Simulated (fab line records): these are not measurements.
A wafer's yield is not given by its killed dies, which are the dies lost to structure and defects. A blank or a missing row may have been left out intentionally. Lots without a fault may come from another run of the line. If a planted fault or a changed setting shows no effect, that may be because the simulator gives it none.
fab line records	flow n5-finfet
record: lots: 11	wafers: 33	last-day: 20
route steps=1938 shown BEOL_M3@1015 BEOL_M4@1034 PASSIVATION@1936
lots with no fault: from the same line, run without faults
start-h: hours from the record's first day to the start of the lot's first wafer shown	wait-h: how many hours have passed since the lot's step before this one	" identical to the entry in the row above	L1.1+2: a single row standing in for several wafers	- either no value or no given start	* or withheld: withheld	< > ~ a bound
route shown NAME@n: NAME is a module with steps in the file, n the number in the route of the first one	usual: mean and standard deviation over wafers with no fault	same: alike in all rows	chamber/n: place in a boat	sites: readings site by site	_std_site: the standard deviation of these	_edge_site: inner sites' mean taken away from outer sites' mean	radius-mm: for every site, how far away it sits from the centre of the wafer	mask NAME#n: copy n	behind: the most recent tool/chamber to have shaped the wafer	hold: reason for holding the lot/hours on hold/outcome of the hold	device: whichever transistor did not switch (one of n, p or np)	end of line: the same wafers' tests at the end of the route	a step with no rows: only its recipe	killed: count of dies lost to structure and defects at first sort (not the wafer's yield)	map: a wafer's dies, marking killed ones x, the rest . and places with no die _
set.NAME: the run value of the setting; set.NAME@STEP: its run value at that earlier step	model.NAME: the simulator's own value behind a step, which no gauge read
a sample of lots followed through the steps of the route, with each step as a table and each wafer as a row
services: a tool's chamber out of use, with start hour (start-h, from the record's first day; less than 0 if before it), hours out, and reason
== steps ==
step: N5_BEOL_M3_PRE_CLEAN_60
recipe: gas: NH3/H2	time-s: 15	temp-c: *	rf-power-w: 300
usual: heater-power-w: 91/7.2
lot.wafer	tool	chamber	start-h	wait-h	heater-power-w
L783.3	cvd-co-01	2	182.23	0.0	89
L783.4	"	2	"	"	89
L783.5	"	1	"	"	86
L785.1	cvd-co-01	0	217.13	0.0	94
L785.4	"	1	"	"	88
L785.6	"	2	"	"	92
L786.1	cvd-co-01	0	217.49	0.0	94
L786.2	"	2	"	"	86
L786.5	"	1	"	"	91
L790.1	cvd-co-01	2	234.32	0.0	89
L790.3	"	0	"	"	97
L790.4	"	1	"	"	90
L791.3	cvd-co-01	0	238.54	0.1	95
L791.5	"	1	"	"	88
L791.6	"	0	"	"	95
L792.1	cvd-co-01	0	241.44	0.0	95
L792.5	"	1	"	"	90
L792.6	"	2	"	"	90
L794.3	cvd-co-02	0	251.04	0.0	102
L794.4	"	2	"	"	79
L794.6	"	0	"	"	102
L802.3	cvd-co-01	0	317.17	0.0	96
L802.5	"	1	"	"	91
L802.6	"	2	"	"	91
L788.1	cvd-co-02	2	318.78	0.2	81
L788.2	"	0	"	"	106
L788.6	"	1	"	"	93
L806.1	cvd-co-01	0	321.08	0.0	96
L806.2	"	2	"	"	91
L806.6	"	2	"	"	89
L803.1	cvd-co-02	2	344.15	0.1	80
L803.2	"	0	"	"	107
L803.6	"	2	"	"	81
step: N5_BEOL_M4_CD_MEAS_11
recipe: target-cd-nm: 16.79	landing-energy-ev: 500	detector: se-inlens	polarity: opening
usual: cd-nm: 16.83/0.23
lot.wafer	tool	chamber	start-h	wait-h	cd-nm
L783.3	cd-sem-03	0	183.12	-	16.55
L783.4	"	0	"	"	16.66
L783.5	"	0	"	"	17.06
L785.1	cd-sem-02	0	220.01	-	16.52
L785.4	"	0	"	"	16.87
L785.6	"	0	"	"	17.06
L786.1	cd-sem-01	0	220.34	-	16.81
L786.2	"	0	"	"	16.66
L786.5	"	0	"	"	17.00
L790.1	cd-sem-03	0	235.43	-	16.59
L790.3	"	0	"	"	16.62
L790.4	"	0	"	"	16.69
L791.3	cd-sem-01	0	241.06	-	17.11
L791.5	"	0	"	"	16.56
L791.6	"	0	"	"	16.78
L792.1	cd-sem-03	0	242.53	-	17.01
L792.5	"	0	"	"	17.11
L792.6	"	0	"	"	17.09
L794.3	cd-sem-02	0	252.19	-	16.38
L794.4	"	0	"	"	16.90
L794.6	"	0	"	"	16.73
L802.3	cd-sem-03	0	318.56	-	16.91
L802.5	"	0	"	"	16.91
L802.6	"	0	"	"	16.64
L788.1	cd-sem-02	0	321.04	-	17.00
L788.2	"	0	"	"	17.14
L788.6	"	0	"	"	16.98
L806.1	cd-sem-01	0	322.99	-	17.16
L806.2	"	0	"	"	16.65
L806.6	"	0	"	"	16.98
L803.1	cd-sem-01	0	345.04	-	16.63
L803.2	"	0	"	"	16.56
L803.6	"	0	"	"	17.08
step: N5_BEOL_M4_COAT_22
recipe: resist: CAR-EUV	spin-rpm: 1500	resist-thk-nm: 30
usual: spin-speed-rpm: 1500.0/0.87
lot.wafer	tool	chamber	start-h	wait-h	spin-speed-rpm
L783.3	litho-track-02	0	183.81	-	1501.0
L783.4	"	0	"	"	1501.0
L783.5	"	0	"	"	1500.2
L785.1	litho-track-03	0	220.75	-	1500.3
L785.4	"	0	"	"	1499.7
L785.6	"	0	"	"	1500.6
L786.1	litho-track-03	0	220.98	-	1500.7
L786.2	"	0	"	"	1501.1
L786.5	"	0	"	"	1500.9
L790.1	litho-track-03	0	236.05	-	1500.2
L790.3	"	0	"	"	1499.7
L790.4	"	0	"	"	1499.0
L791.3	litho-track-02	0	241.75	-	1498.5
L791.5	"	0	"	"	1498.9
L791.6	"	0	"	"	1498.4
L792.1	litho-track-02	0	243.45	-	1499.7
L792.5	"	0	"	"	1501.2
L792.6	"	0	"	"	1500.5
L794.3	litho-track-02	0	252.94	-	1501.9
L794.4	"	0	"	"	1500.1
L794.6	"	0	"	"	1499.2
L802.3	litho-track-03	0	319.22	-	1717.1
L802.5	"	0	"	"	1716.2
L802.6	"	0	"	"	1716.6
L788.1	litho-track-02	0	321.75	-	1499.2
L788.2	"	0	"	"	1501.0
L788.6	"	0	"	"	1499.4
L806.1	litho-track-05	0	323.59	-	1499.9
L806.2	"	0	"	"	1500.0
L806.6	"	0	"	"	1499.7
L803.1	litho-track-03	0	345.64	-	1718.0
L803.2	"	0	"	"	1716.7
L803.6	"	0	"	"	1717.4
step: N5_BEOL_M4_OVL_MEAS_29
recipe: points-per-wafer: 522
usual: V3_OVL: 0.4/0.66
lot.wafer	tool	chamber	start-h	wait-h	V3_OVL[nm]
L783.3	overlay-02	0	184.19	0.0	0.1
L783.4	"	0	"	"	-0.2
L783.5	"	0	"	"	-0.3
L785.1	overlay-02	0	221.18	0.0	0.2
L785.4	"	0	"	"	0.4
L785.6	"	0	"	"	0.4
L786.1	overlay-01	0	221.33	0.0	0.4
L786.2	"	0	"	"	1.1
L786.5	"	0	"	"	1.6
L790.1	overlay-02	0	236.41	0.0	0.9
L790.3	"	0	"	"	1.0
L790.4	"	0	"	"	0.1
L791.3	overlay-02	0	242.23	0.0	-0.2
L791.5	"	0	"	"	-0.3
L791.6	"	0	"	"	-1.0
L792.1	overlay-01	0	243.88	0.0	0.9
L792.5	"	0	"	"	1.0
L792.6	"	0	"	"	-0.2
L794.3	overlay-02	0	253.38	0.0	0.2
L794.4	"	0	"	"	1.4
L794.6	"	0	"	"	0.8
L802.3	overlay-02	0	319.54	0.0	-0.4
L802.5	"	0	"	"	0.1
L802.6	"	0	"	"	0.0
L788.1	overlay-01	0	322.18	0.0	0.3
L788.2	"	0	"	"	0.4
L788.6	"	0	"	"	0.5
L806.1	overlay-01	0	323.91	0.0	0.5
L806.2	"	0	"	"	0.9
L806.6	"	0	"	"	1.0
L803.1	overlay-01	0	345.95	0.0	1.5
L803.2	"	0	"	"	0.3
L803.6	"	0	"	"	0.8
step: N5_BEOL_M4_RC_MEAS_101
usual: DIBL_N: 36.0/1.3	DIBL_P: 36.2/1.7	IOFF_N: 0.155/0.024	IOFF_P: 0.21/0.034	ION_N: 674/9	ION_P: 463/7.1	SS_N: 71.4/0.5	SS_P: 73.4/0.57	VT_N: 250.0/2.8	VT_P: -251/3.2
lot.wafer	tool	chamber	start-h	wait-h	DIBL_N[mV/V]	DIBL_P[mV/V]	IOFF_N[nA/um]	IOFF_P[nA/um]	ION_N[uA/um]	ION_P[uA/um]	SS_N[mV/dec]	SS_P[mV/dec]	VT_N[mV]	VT_P[mV]
L783.3	prober-01	0	211.10	0.3	34.4	34.2	0.113	0.17	654	457	70.8	72.5	255.3	-254
L783.4	"	0	"	"	32.8	32.1	0.097	0.14	654	454	70.5	72.9	255.2	-256
L783.5	"	0	"	"	34.7	34.6	0.123	0.18	664	460	71.1	73.6	254.6	-253
L785.1	prober-01	0	249.90	0.0	35.8	35.3	0.143	0.18	675	457	71.1	72.9	250.7	-252
L785.4	"	0	"	"	35.7	35.4	0.144	0.19	675	458	70.8	73.4	251.6	-252
L785.6	"	0	"	"	37.3	37.0	0.171	0.20	680	459	71.6	73.3	249.7	-251
L786.1	prober-02	0	252.50	0.0	35.3	33.8	0.133	0.19	674	466	71.6	72.8	251.5	-251
L786.2	"	0	"	"	37.4	36.0	0.164	0.22	681	467	71.4	73.2	247.7	-250
L786.5	"	0	"	"	35.4	33.4	0.134	0.19	665	463	71.7	73.0	251.1	-251
L790.1	prober-01	0	269.10	0.0	37.7	38.9	0.166	0.21	681	468	72.4	73.9	249.4	-251
L790.3	"	0	"	"	35.2	34.5	0.118	0.15	655	447	71.3	72.2	251.3	-257
L790.4	"	0	"	"	38.3	39.2	0.181	0.22	676	467	71.6	73.0	248.6	-251
L791.3	prober-02	0	275.80	0.3	36.0	37.5	0.157	0.21	672	459	71.7	73.4	250.7	-251
L791.5	"	0	"	"	35.0	35.7	0.144	0.18	667	452	71.4	73.0	251.3	-252
L791.6	"	0	"	"	35.2	36.4	0.153	0.19	678	462	70.7	74.2	250.9	-251
L792.1	prober-01	0	276.14	0.0	37.8	37.2	0.186	0.20	682	457	72.0	73.3	248.8	-254
L792.5	"	0	"	"	35.8	35.1	0.156	0.18	681	458	70.8	73.1	248.2	-255
L792.6	"	0	"	"	36.3	35.3	0.159	0.18	671	460	70.4	73.6	250.2	-255
L794.3	prober-01	0	289.16	0.3	35.9	37.4	0.173	0.21	678	460	71.4	73.1	248.6	-249
L794.4	"	0	"	"	33.2	34.1	0.126	0.17	670	463	70.8	72.8	253.2	-251
L794.6	"	0	"	"	36.0	37.1	0.177	0.22	688	471	71.2	73.1	248.4	-249
L802.3	prober-01	0	327.52	0.3	36.7	36.2	0.164	0.24	680	473	72.1	73.5	250.9	-246
L802.5	"	0	"	"	37.5	37.5	0.180	0.26	683	476	72.1	74.1	251.2	-246
L802.6	"	0	"	"	36.4	36.1	0.156	0.23	680	472	72.2	73.3	250.9	-247
L788.1	prober-02	0	347.29	0.0	36.1	37.0	0.162	0.20	674	458	71.9	73.4	249.5	-251
L788.2	"	0	"	"	36.3	37.2	0.155	0.20	663	451	71.7	72.9	251.1	-254
L788.6	"	0	"	"	34.5	35.2	0.132	0.18	660	453	71.2	73.7	252.5	-254
L806.1	prober-01	0	347.71	0.0	35.7	34.9	0.135	0.20	676	464	70.9	73.0	251.9	-251
L806.2	"	0	"	"	34.8	34.3	0.120	0.19	668	464	71.0	72.4	255.6	-249
L806.6	"	0	"	"	34.3	34.5	0.121	0.19	664	464	70.4	72.5	253.3	-250
L803.1	prober-01	0	369.43	0.0	34.5	35.1	0.136	0.18	669	456	70.9	73.0	251.0	-253
L803.2	"	0	"	"	36.4	37.7	0.172	0.22	680	468	71.4	73.1	246.8	-251
L803.6	"	0	"	"	35.0	35.5	0.146	0.19	671	467	71.5	72.6	249.7	-251
step: N5_PASSIVATION_PROBE_49
usual: defect-limited-yield: 90.8/1.7	killed_at_M0_to_M3: 37/12	killed_at_M4_up: 15/5.6	killed-at-contacts: 13/6.9	killed-at-front-end: 40/11	killed-at-other: 4/3.2	killed-dies: 109/20	killed-open: 73/15	killed-short: 35/8.3	sort_bin_5_function: 5.4/1.1	sort_bin_6_memory: 3.5/0.73	sort-n-pass: 1071/20	sort-yield-pct: 90.8/1.7
same: gross-dies: 1180	killed-at-back-side: 0	sort_bin_4_leakage[%]: 0	sort_bin_8_speed[%]: 0
lot.wafer	tool	chamber	start-h	wait-h	defect-limited-yield[%]	killed_at_M0_to_M3	killed_at_M4_up	killed-at-contacts	killed-at-front-end	killed-at-other	killed-dies	killed-open	killed-short	sort_bin_5_function[%]	sort_bin_6_memory[%]	sort-n-pass	sort-yield-pct[%]
L783.3	prober-01	-	307.44	0.1	90.4	33	17	24	34	5	113	87	26	5.8	3.5	1067	90.4
L783.4	prober-01	-	307.49	0.2	90.8	46	7	16	38	1	108	79	29	5.3	3.5	1072	90.8
L783.5	prober-01	-	307.54	0.2	88.2	37	12	22	60	8	139	104	35	7.0	4.4	1041	88.2
L785.1	prober-01	-	346.84	0.0	92.4	39	7	7	32	5	90	56	34	4.1	3.1	1090	92.4
L785.4	prober-01	-	346.99	0.2	90.3	32	15	19	45	4	115	65	50	6.0	3.5	1065	90.3
L785.6	prober-01	-	347.09	0.3	91.0	33	7	15	38	13	106	68	38	4.6	3.9	1074	91.0
L786.1	prober-02	-	356.98	0.0	93.8	21	12	9	30	1	73	46	27	3.4	2.5	1107	93.8
L786.2	prober-02	-	357.03	0.1	92.0	32	22	8	30	2	94	56	37	4.2	3.6	1086	92.0
L786.5	prober-02	-	357.18	0.2	93.6	21	13	12	29	1	76	54	22	3.8	2.2	1104	93.6
L790.1	prober-01	-	377.42	0.0	87.4	49	11	25	54	10	149	103	45	8.3	4.1	1031	87.4
L790.3	prober-01	-	377.52	0.1	90.6	30	14	27	34	6	111	74	36	6.1	3.0	1069	90.6
L790.4	prober-01	-	377.57	0.2	89.7	35	16	25	43	3	122	82	40	5.4	4.6	1058	89.7
L792.1	prober-01	-	380.74	0.0	90.0	34	15	4	65	0	118	80	37	5.5	4.1	1062	90.0
L792.5	prober-01	-	380.94	0.2	89.2	54	17	5	46	5	127	86	35	6.4	3.9	1053	89.2
L792.6	prober-01	-	380.99	0.3	89.7	47	19	7	46	2	121	84	36	5.1	4.4	1059	89.7
L791.3	prober-01	-	387.63	0.1	91.1	20	12	8	63	2	105	79	24	5.0	3.6	1075	91.1
L791.5	prober-01	-	387.73	0.2	90.4	38	8	13	50	4	113	71	42	5.7	3.7	1067	90.4
L791.6	prober-01	-	387.78	0.3	91.5	26	9	8	53	4	100	61	37	5.4	2.8	1080	91.5
L794.3	prober-02	-	407.03	0.4	91.9	27	15	15	38	1	96	60	35	4.9	3.0	1084	91.9
L794.4	prober-02	-	407.08	0.4	91.3	38	13	10	41	1	103	69	34	5.1	3.1	1077	91.3
L794.6	prober-02	-	407.18	0.5	88.8	40	8	12	65	7	132	84	48	7.0	3.9	1048	88.8
L802.3	prober-02	-	435.31	0.1	91.2	26	15	22	38	3	104	73	31	4.6	3.9	1076	91.2
L802.5	prober-02	-	435.41	0.2	90.4	35	19	8	50	1	113	71	42	4.7	4.4	1067	90.4
L802.6	prober-02	-	435.46	0.3	91.9	31	14	9	42	0	96	62	34	4.6	3.5	1084	91.9
L806.1	prober-02	-	454.25	0.0	91.4	15	20	26	39	1	101	69	32	4.7	3.8	1079	91.4
L806.2	prober-02	-	454.30	0.1	90.3	32	17	19	42	4	114	85	28	5.3	4.1	1066	90.3
L806.6	prober-02	-	454.50	0.3	89.5	28	22	14	58	2	124	91	30	5.9	4.2	1056	89.5
L788.1	prober-01	-	466.97	0.0	93.3	39	8	7	24	1	79	52	24	3.7	2.7	1101	93.3
L788.2	prober-01	-	467.02	0.1	91.7	48	17	4	28	1	98	60	35	4.4	3.6	1082	91.7
L788.6	prober-01	-	467.22	0.3	92.6	28	17	4	34	4	87	50	35	4.8	2.3	1093	92.6
L803.1	prober-02	-	478.44	0.0	90.1	34	16	16	46	5	117	73	41	6.5	2.9	1063	90.1
L803.2	prober-02	-	478.49	0.1	89.7	33	20	20	44	4	121	88	32	6.3	3.6	1059	89.7
L803.6	prober-02	-	478.69	0.3	91.3	23	18	10	44	8	103	70	32	6.0	2.4	1077	91.3
killed by level:class
L783.3 MOL_CONTACT_COAG:geometric-particle:open=23 BEOL_M0_SAQP:geometric-particle:short=8 BEOL_M3:geometric-particle:open=8 STI_FIN_REVEAL:geometric-particle:open=6 BEOL_M1:geometric-particle:open=6 BEOL_M5:geometric-particle:open=6 BEOL_M0_SAQP:geometric-particle:open=5 BEOL_M7:geometric-particle:open=5
L783.4 MOL_CONTACT_COAG:geometric-particle:open=15 FIN_SAQP:geometric-particle:open=12 BEOL_M0_SAQP:geometric-particle:open=12 BEOL_M0_SAQP:geometric-particle:short=11 STI_FIN_REVEAL:geometric-particle:open=10 BEOL_M2:geometric-particle:open=6 BEOL_M0:geometric-particle:open=5 BEOL_M1:geometric-particle:open=5
L783.5 STI_FIN_REVEAL:geometric-particle:open=18 MOL_CONTACT_COAG:geometric-particle:open=17 BEOL_M0_SAQP:geometric-particle:open=10 FIN_SAQP:geometric-particle:open=9 BEOL_M2:geometric-particle:open=9 DUMMY_GATE:geometric-particle:open=7 GATE_CUT:geometric-particle:short=6 BEOL_M3:geometric-particle:open=6
L785.1 BEOL_M0_SAQP:geometric-particle:open=9 FIN_SAQP:geometric-particle:open=8 BEOL_M0_SAQP:geometric-particle:short=8 BEOL_M1:geometric-particle:open=8 GATE_CUT:geometric-particle:open=5 BEOL_M2:geometric-particle:open=5 BEOL_M1:geometric-particle:short=5 FIN_SAQP:geometric-particle:short=4
L785.4 STI_FIN_REVEAL:geometric-particle:open=14 MOL_CONTACT_COAG:geometric-particle:open=11 FIN_SAQP:geometric-particle:short=10 BEOL_M0_SAQP:geometric-particle:open=9 MOL_CONTACT_COAG:geometric-particle:short=8 BEOL_M0_SAQP:geometric-particle:short=7 BEOL_M4:geometric-particle:open=7 BEOL_M3:geometric-particle:open=5
L785.6 STI_FIN_REVEAL:geometric-particle:open=17 FIN_SAQP:geometric-particle:open=8 MOL_CONTACT_COAG:geometric-particle:open=8 BEOL_M2:geometric-particle:open=8 MOL_CONTACT_COAG:geometric-particle:short=7 MIM_TOP:geometric-particle:short=7 BEOL_M0_SAQP:geometric-particle:open=6 STI_FIN_REVEAL:geometric-particle:short=4
L786.1 FIN_SAQP:geometric-particle:open=9 FIN_SAQP:geometric-particle:short=9 MOL_CONTACT_COAG:geometric-particle:open=7 BEOL_M2:geometric-particle:open=4 STARTING-WAFER:geometric-particle:short=4 BEOL_M0_SAQP:geometric-particle:short=3 BEOL_M0_SAQP:geometric-particle:open=3 BEOL_M3:geometric-particle:open=3
L786.2 BEOL_M4:geometric-particle:open=12 BEOL_M0_SAQP:geometric-particle:short=8 BEOL_M1:geometric-particle:open=7 FIN_SAQP:geometric-particle:open=6 MOL_CONTACT_COAG:geometric-particle:open=6 BEOL_M2:geometric-particle:open=6 DUMMY_GATE:geometric-particle:open=5 FIN_SAQP:geometric-particle:short=4
L786.5 MOL_CONTACT_COAG:geometric-particle:open=10 BEOL_M4:geometric-particle:open=7 BEOL_M2:geometric-particle:open=7 DUMMY_GATE:geometric-particle:open=5 FIN_SAQP:geometric-particle:open=4 GATE_CUT:geometric-particle:short=4 BEOL_M0_SAQP:geometric-particle:open=4 STARTING-WAFER:geometric-particle:short=4
L790.1 MOL_CONTACT_COAG:geometric-particle:open=20 BEOL_M0_SAQP:geometric-particle:open=17 BEOL_M0_SAQP:geometric-particle:short=16 STI_FIN_REVEAL:geometric-particle:open=15 FIN_SAQP:geometric-particle:open=8 ILD0:geometric-particle:open=7 FIN_SAQP:geometric-particle:short=5 MOL_CONTACT_COAG:geometric-particle:short=5
L790.3 MOL_CONTACT_COAG:geometric-particle:open=20 BEOL_M0_SAQP:geometric-particle:short=10 BEOL_M0_SAQP:geometric-particle:open=9 FIN_SAQP:geometric-particle:open=6 GATE_CUT:geometric-particle:short=6 MOL_CONTACT_COAG:geometric-particle:short=6 GATE_CUT:geometric-particle:open=5 BEOL_M2:geometric-particle:open=4
L790.4 MOL_CONTACT_COAG:geometric-particle:open=21 FIN_SAQP:geometric-particle:short=9 BEOL_M1:geometric-particle:open=8 STI_FIN_REVEAL:geometric-particle:open=8 BEOL_M5:geometric-particle:open=8 FIN_SAQP:geometric-particle:open=7 BEOL_M2:geometric-particle:open=6 BEOL_M0_SAQP:geometric-particle:short=6
L792.1 BEOL_M3:geometric-particle:open=18 STI_FIN_REVEAL:geometric-particle:open=17 FIN_SAQP:geometric-particle:short=15 FIN_SAQP:geometric-particle:open=9 DUMMY_GATE:geometric-particle:open=7 STI_FIN_REVEAL:geometric-particle:short=7 BEOL_M4:geometric-particle:open=6 MOL_CONTACT_COAG:geometric-particle:open=4
L792.5 STI_FIN_REVEAL:geometric-particle:open=20 BEOL_M3:geometric-particle:open=13 BEOL_M2:geometric-particle:open=11 BEOL_M0_SAQP:geometric-particle:short=10 BEOL_M0_SAQP:geometric-particle:open=6 BEOL_M1:geometric-particle:open=6 BEOL_M4:geometric-particle:open=6 FIN_SAQP:geometric-particle:short=5
L792.6 BEOL_M2:geometric-particle:open=16 FIN_SAQP:geometric-particle:short=13 BEOL_M4:geometric-particle:open=13 FIN_SAQP:geometric-particle:open=12 BEOL_M0_SAQP:geometric-particle:open=9 STI_FIN_REVEAL:geometric-particle:open=6 MOL_CONTACT_COAG:geometric-particle:open=6 BEOL_M3:geometric-particle:open=5
L791.3 FIN_SAQP:geometric-particle:open=24 FIN_SAQP:geometric-particle:short=10 STI_FIN_REVEAL:geometric-particle:open=9 MOL_CONTACT_COAG:geometric-particle:open=8 BEOL_M4:geometric-particle:open=6 BEOL_M2:geometric-particle:open=5 GATE_CUT:geometric-particle:short=5 DUMMY_GATE:geometric-particle:open=4
L791.5 STI_FIN_REVEAL:geometric-particle:open=12 MOL_CONTACT_COAG:geometric-particle:open=10 BEOL_M3:geometric-particle:open=10 FIN_SAQP:geometric-particle:short=6 GATE_CUT:geometric-particle:short=6 BEOL_M0_SAQP:geometric-particle:short=6 FIN_SAQP:geometric-particle:open=5 STI_FIN_REVEAL:geometric-particle:short=5
L791.6 FIN_SAQP:geometric-particle:open=9 STI_FIN_REVEAL:geometric-particle:open=9 FIN_SAQP:geometric-particle:short=7 GATE_CUT:geometric-particle:short=6 MOL_CONTACT_COAG:geometric-particle:open=6 BEOL_M4:geometric-particle:open=5 BEOL_M2:geometric-particle:open=5 DUMMY_GATE:geometric-particle:open=4
L794.3 BEOL_M3:geometric-particle:open=9 MOL_CONTACT_COAG:geometric-particle:short=8 FIN_SAQP:geometric-particle:open=7 MOL_CONTACT_COAG:geometric-particle:open=7 DUMMY_GATE:geometric-particle:open=6 BEOL_M0_SAQP:geometric-particle:open=6 STARTING-WAFER:geometric-particle:short=6 STI_FIN_REVEAL:geometric-particle:open=5
L794.4 BEOL_M3:geometric-particle:open=15 FIN_SAQP:geometric-particle:short=9 FIN_SAQP:geometric-particle:open=9 MOL_CONTACT_COAG:geometric-particle:open=9 STI_FIN_REVEAL:geometric-particle:open=6 BEOL_M2:geometric-particle:open=5 BEOL_M0_SAQP:geometric-particle:open=5 BEOL_M3:geometric-particle:short=5
L794.6 STI_FIN_REVEAL:geometric-particle:open=22 FIN_SAQP:geometric-particle:short=13 BEOL_M0_SAQP:geometric-particle:short=12 FIN_SAQP:geometric-particle:open=10 BEOL_M0_SAQP:geometric-particle:open=9 MOL_CONTACT_COAG:geometric-particle:open=7 BEOL_M2:geometric-particle:open=6 MOL_CONTACT_COAG:geometric-particle:short=5
L802.3 MOL_CONTACT_COAG:geometric-particle:open=18 FIN_SAQP:geometric-particle:open=9 FIN_SAQP:geometric-particle:short=8 BEOL_M1:geometric-particle:open=8 BEOL_M4:geometric-particle:open=7 STI_FIN_REVEAL:geometric-particle:open=6 BEOL_M2:geometric-particle:open=5 ILD0:geometric-particle:open=4
L802.5 FIN_SAQP:geometric-particle:short=12 STI_FIN_REVEAL:geometric-particle:open=12 FIN_SAQP:geometric-particle:open=11 BEOL_M0_SAQP:geometric-particle:open=10 BEOL_M0_SAQP:geometric-particle:short=9 BEOL_M4:geometric-particle:open=9 STI_FIN_REVEAL:geometric-particle:short=5 BEOL_M4:geometric-particle:short=5
L802.6 DUMMY_GATE:geometric-particle:open=10 STI_FIN_REVEAL:geometric-particle:open=9 BEOL_M0_SAQP:geometric-particle:short=8 BEOL_M0_SAQP:geometric-particle:open=8 MOL_CONTACT_COAG:geometric-particle:open=7 BEOL_M2:geometric-particle:open=7 FIN_SAQP:geometric-particle:open=4 FIN_SAQP:geometric-particle:short=4
L806.1 MOL_CONTACT_COAG:geometric-particle:open=22 STI_FIN_REVEAL:geometric-particle:open=11 DUMMY_GATE:geometric-particle:open=6 BEOL_M4:geometric-particle:open=6 GATE_CUT:geometric-particle:short=5 BEOL_M6:geometric-particle:open=5 MOL_CONTACT_COAG:geometric-particle:short=4 BEOL_M1:geometric-particle:open=4
L806.2 MOL_CONTACT_COAG:geometric-particle:open=18 BEOL_M3:geometric-particle:open=11 FIN_SAQP:geometric-particle:open=6 STI_FIN_REVEAL:geometric-particle:open=6 DUMMY_GATE:geometric-particle:open=6 BEOL_M0_SAQP:geometric-particle:open=6 BEOL_M4:geometric-particle:open=6 ILD0:geometric-particle:open=5
L806.6 STI_FIN_REVEAL:geometric-particle:open=22 FIN_SAQP:geometric-particle:open=12 BEOL_M4:geometric-particle:open=12 MOL_CONTACT_COAG:geometric-particle:open=10 FIN_SAQP:geometric-particle:short=9 BEOL_M0_SAQP:geometric-particle:open=8 BEOL_M2:geometric-particle:open=7 BEOL_M3:geometric-particle:open=5
L788.1 BEOL_M2:geometric-particle:open=15 BEOL_M0_SAQP:geometric-particle:open=8 MOL_CONTACT_COAG:geometric-particle:open=4 BEOL_M0_SAQP:geometric-particle:short=4 BEOL_M3:geometric-particle:open=4 STARTING-WAFER:geometric-particle:open=4 STARTING-WAFER:geometric-particle:short=4 BEOL_M0:geometric-particle:open=3
L788.2 BEOL_M0_SAQP:geometric-particle:short=9 BEOL_M3:geometric-particle:open=9 DUMMY_GATE:geometric-particle:open=8 BEOL_M2:geometric-particle:open=8 GATE_CUT:geometric-particle:short=7 BEOL_M0_SAQP:geometric-particle:open=6 BEOL_M1:geometric-particle:open=6 BEOL_M2:geometric-particle:short=5
L788.6 BEOL_M2:geometric-particle:open=11 GATE_CUT:geometric-particle:short=9 BEOL_M0_SAQP:geometric-particle:short=7 DUMMY_GATE:geometric-particle:open=6 MOL_CONTACT_COAG:geometric-particle:open=4 BEOL_M1:geometric-particle:open=4 BEOL_M4:geometric-particle:open=4 BEOL_M4:geometric-particle:short=4
L803.1 MOL_CONTACT_COAG:geometric-particle:open=11 FIN_SAQP:geometric-particle:short=10 STI_FIN_REVEAL:geometric-particle:open=8 FIN_SAQP:geometric-particle:open=7 BEOL_M3:geometric-particle:open=7 BEOL_M0_SAQP:geometric-particle:open=6 BEOL_M0_SAQP:geometric-particle:short=6 STARTING-WAFER:geometric-particle:open=6
L803.2 STI_FIN_REVEAL:geometric-particle:open=17 MOL_CONTACT_COAG:geometric-particle:open=15 BEOL_M2:geometric-particle:open=9 BEOL_M3:geometric-particle:open=7 BEOL_M4:geometric-particle:open=7 FIN_SAQP:geometric-particle:short=5 ILD0:geometric-particle:open=5 MOL_CONTACT_COAG:geometric-particle:short=5
L803.6 BEOL_M4:geometric-particle:open=11 STI_FIN_REVEAL:geometric-particle:open=10 MOL_CONTACT_COAG:geometric-particle:open=9 BEOL_M1:geometric-particle:open=8 FIN_SAQP:geometric-particle:open=6 STI_FIN_REVEAL:geometric-particle:short=6 FIN_SAQP:geometric-particle:short=5 MIM_TOP_ETCH:geometric-particle:open=5
== services ==
tool	chamber	start-h	hours	kind
cvd-co-01	0	165.28	16.0	repair
cvd-co-01	-	178.26	0.5	repair
litho-track-05	-	281.34	-	consumable-replace:filter
litho-track-02	-	291.75	-	consumable-replace:filter
cvd-co-02	0	299.90	16.5	repair
cvd-co-02	1	333.33	-	clean
cvd-co-02	1	333.33	22.0	scheduled-down
cvd-co-02	1	333.33	22.0	vent-cycle
== key ==
first-sign: step: N5_BEOL_M4_COAT_22	reading: spin-speed-rpm	direction: up	sigmas: 99+	usual: *	struck: *
effect none on later readings
met-at N5_BEOL_M4_COAT_22
struck-lots L802,L803
not-acting-at N5_BEOL_M3_PRE_CLEAN_60,N5_BEOL_M4_CD_MEAS_11,N5_BEOL_M4_OVL_MEAS_29
onset-between 236.05 319.22
fault: kind: process-parameter-drift	tool: litho-track-03	chamber: -	onset-h: 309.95	steps: N5_BEOL_M4_COAT_22	channel: spin-rpm	offset: *	shape: step	end-h: 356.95	acts-in: *	stated: *
